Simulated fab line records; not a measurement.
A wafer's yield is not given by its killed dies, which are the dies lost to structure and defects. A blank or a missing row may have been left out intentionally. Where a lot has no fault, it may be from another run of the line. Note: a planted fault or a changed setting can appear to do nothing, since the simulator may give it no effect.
fab line records    flow n5_finfet
record lots=7  wafers=21
route steps=1938 shown BEOL_M15@1820
start_h: the number of hours between the record's first day and the start of the first shown wafer of the lot    wait_h: time in hours since the lot's previous step    " identical to the entry in the row above    L1.1+2: a row that stands for several wafers    - value missing, or start not given    * or withheld: withheld    < > ~ a bound
route shown NAME@n: NAME is a module with steps in the file, n the number in the route of the first one    usual: average and standard deviation across the fault-free wafers    same: alike in all rows    chamber/n: place in a boat    sites: each site's reading    _std_site: their standard deviation    _edge_site: inner sites' mean taken away from outer sites' mean    radius_mm: how far each site lies from the wafer's centre    mask NAME#n: copy n    behind: the tool/chamber that last shaped the wafer    hold: what put the lot on hold/how long, in hours/how the hold closed    device: the n, p or np transistor that did not switch    end of line: tests of these same wafers at the route's end    where a step has no rows: the recipe by itself    killed: at the first sort, the dies lost to defects and structure; wafer yield is something else    map: a wafer's dies, marking killed ones x, the rest . and places with no die _
set.NAME: setting as actually run; set.NAME@STEP: the setting as run at that earlier step    model.NAME: the simulator's own value behind a step, which no gauge read
one table per step and one row per wafer, for lots whose settings were changed on purpose
## steps
# step N5_BEOL_M15_SPUTTER_44
# recipe material=Ta  target_thk_a=150  temp_c=50  bias_v=80  power_w=15000  chamber_pressure_pa=0.07  time_s=24.19
lot.wafer   tool            chamber  start_h  wait_h  set.power_w  model.Ta_of_BEOL_M15_SPUTTER_44.thk_nm
L079.2      pvd_sputter-01  -        272.94   0.0     15000        15.2
L079.4      "               -        "        "       14040        14.2
L079.5      "               -        "        "       14040        14.4
L078.3      pvd_sputter-01  -        273.34   0.0     14000        13.6
L078.4      "               -        "        "       14000        14
L078.5      "               -        "        "       15000        14.6
L077.1+2+3  pvd_sputter-01  -        277.48   0.0     15000        15.2
L080.3+4    pvd_sputter-02  -        284.36   0.0     15000        15
L080.5      "               -        "        "       16130        16
L091.4      pvd_sputter-02  -        369.12   0.0     17090        17
L091.5      "               -        "        "       15000        15
L091.6      "               -        "        "       17090        17.6
L094.2      pvd_sputter-02  -        389.29   0.0     15000        15
L094.3      "               -        "        "       15000        14.8
L094.4      "               -        "        "       15000        15.2
L095.2      pvd_sputter-01  -        395.03   0.0     15000        15
L095.3+5    "               -        "        "       15000        15.4
## key
split step=N5_BEOL_M15_SPUTTER_44  setting=power_w  stated=15000  by=wafer
response step=N5_BEOL_M15_SPUTTER_44  reading=model.Ta_of_BEOL_M15_SPUTTER_44.thk_nm  change=+0.151  per=1%  r=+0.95
